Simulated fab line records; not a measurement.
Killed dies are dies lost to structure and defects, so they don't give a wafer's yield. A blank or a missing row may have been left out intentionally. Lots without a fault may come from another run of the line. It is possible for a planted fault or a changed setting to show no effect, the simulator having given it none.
Which tool is to blame?	flow nand_harc	12 lots, 36 wafers sampled, at 2 steps of a route of 1159

## WHAT THE GAUGES SHOWED, per wafer
NHARC_P_M2_CD_MEAS_09: the cd target is 170 nm.
lot	measured	on	cd_nm (nm)
L075	day 6 16:01	cd_sem-01	170.2 170.3 169.8
L077	day 6 19:52	cd_sem-02	170.2 170.9 169.8
L079	day 7 09:01	cd_sem-01	169.6 169.8 170.1
L082	day 8 00:02	cd_sem-02	170.7 170.2 169.8
L084	day 8 09:02	cd_sem-01	169.5 169.5 168.8
L085	day 9 11:19	cd_sem-01	171.1 170.4 171.0
L086	day 9 12:41	cd_sem-03	169.3 169.8 169.7
L090	day 10 09:18	cd_sem-02	170.3 169.8 170.0
L091	day 10 14:37	cd_sem-03	170.5 169.7 169.4
L094	day 11 01:16	cd_sem-02	169.2 169.8 169.9
L095	day 11 10:50	cd_sem-03	169.5 170.0 169.4
L097	day 12 06:03	cd_sem-03	170.1 170.0 170.1

## WHICH TOOL RAN EACH LOT (tool, then ch and the chambers of the sampled wafers, then the start)
lot	NHARC_P_M0_ANNEAL_30
L075	rtp_anneal-02 ch 0, day 6 09:39
L077	rtp_anneal-02 ch 0, day 6 13:45
L079	rtp_anneal-02 ch 0, day 7 02:52
L082	rtp_anneal-02 ch 0, day 7 17:17
L084	rtp_anneal-01 ch 0, day 8 02:44
L085	rtp_anneal-01 ch 0, day 9 04:46
L086	rtp_anneal-02 ch 0, day 9 06:13
L090	rtp_anneal-02 ch 0, day 10 02:52
L091	rtp_anneal-01 ch 0, day 10 06:52
L094	rtp_anneal-01 ch 0, day 10 18:59
L095	rtp_anneal-02 ch 0, day 11 04:34
L097	rtp_anneal-02 ch 0, day 11 23:32
- NHARC_P_M0_ANNEAL_30: time 90 s.

## THE ANSWER, worked out from the rows above alone
Rule: usual is defined by the lots themselves. Put in order of their means at a reading, lots are off if they are a third of the lots or fewer, leave a main group of 4 or more, and stand apart from it by a gap of 3 or more times the standard deviation of the main group's means; of several such gaps the widest counts. A main group whose means are all the same, to the digits that the tables above print for the reading, isn't used. A lot without any number at a reading at which 4 lots or more have one is off too. Any other lot the step has rows for is counted as sound.
No lot is off at any reading shown: from this, nothing can be told.

## WHAT THE SIMULATOR PUT IN
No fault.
